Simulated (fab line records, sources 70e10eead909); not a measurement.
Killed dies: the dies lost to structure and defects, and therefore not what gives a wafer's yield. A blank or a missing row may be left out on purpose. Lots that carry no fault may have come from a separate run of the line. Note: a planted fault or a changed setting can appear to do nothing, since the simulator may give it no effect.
Chamber matching | flow nand harc | rie diel-10 running NHARC_P_GATE_DESCUM_31: 4 sister chambers
The step chemistry O2, time 3 s. 7 wafers are shown with their chamber, then 9 later ones without.

EACH WAFER AND ITS CHAMBER
wafer  | chamber | showerhead plenum p Torr (Torr) | drypump motor current A (A)
L075.5 | 0       | 2.06                            | 6.0
L079.4 | 1       | 1.91                            | 5.6
L082.2 | 1       | 1.90                            | 5.5
L082.3 | 2       | 1.94                            | 5.8
L085.1 | 2       | 1.94                            | 5.8
L085.3 | 3       | 1.87                            | 5.6
L085.6 | 3       | 1.87                            | 5.6

WAFERS WHOSE CHAMBER IS MISSING
wafer  | showerhead plenum p Torr (Torr) | drypump motor current A (A)
L086.4 | 1.94                            | 5.8
L086.5 | 1.87                            | 5.6
L086.6 | 2.06                            | 6.0
L093.3 | 1.87                            | 5.6
L093.4 | 1.94                            | 5.8
L093.5 | 1.90                            | 5.5
L097.3 | 1.90                            | 5.5
L097.4 | 2.06                            | 6.0
L097.5 | 2.06                            | 6.0

WHICH CHAMBER EACH ONE RAN IN
wafer  | from the rows above | in truth
L086.4 | 2                   | 2
L086.5 | 3                   | 3
L086.6 | 0                   | 0
L093.3 | 3                   | 3
L093.4 | 2                   | 2
L093.5 | 1                   | 1
L097.3 | 1                   | 1
L097.4 | 0                   | 0
L097.5 | 0                   | 0
Correctly placed: 9 of 9. From these rows, 0 cannot be placed. 0 placed wrongly.
How it was worked out, from the rows above alone: a wafer's distance from a chamber is the root of the sum, over the readings, of the square of ((its reading less the chamber's mean) divided by the reading's scatter). If the next closest chamber is less than 2 further off than the closest, the wafer can't be placed; otherwise it belongs to the closest. Each chamber's mean is taken over the wafers shown for it. The scatter: take each reading less its chamber's mean, square it, sum over the shown wafers, divide by the number of wafers less the number of chambers, and take the root.
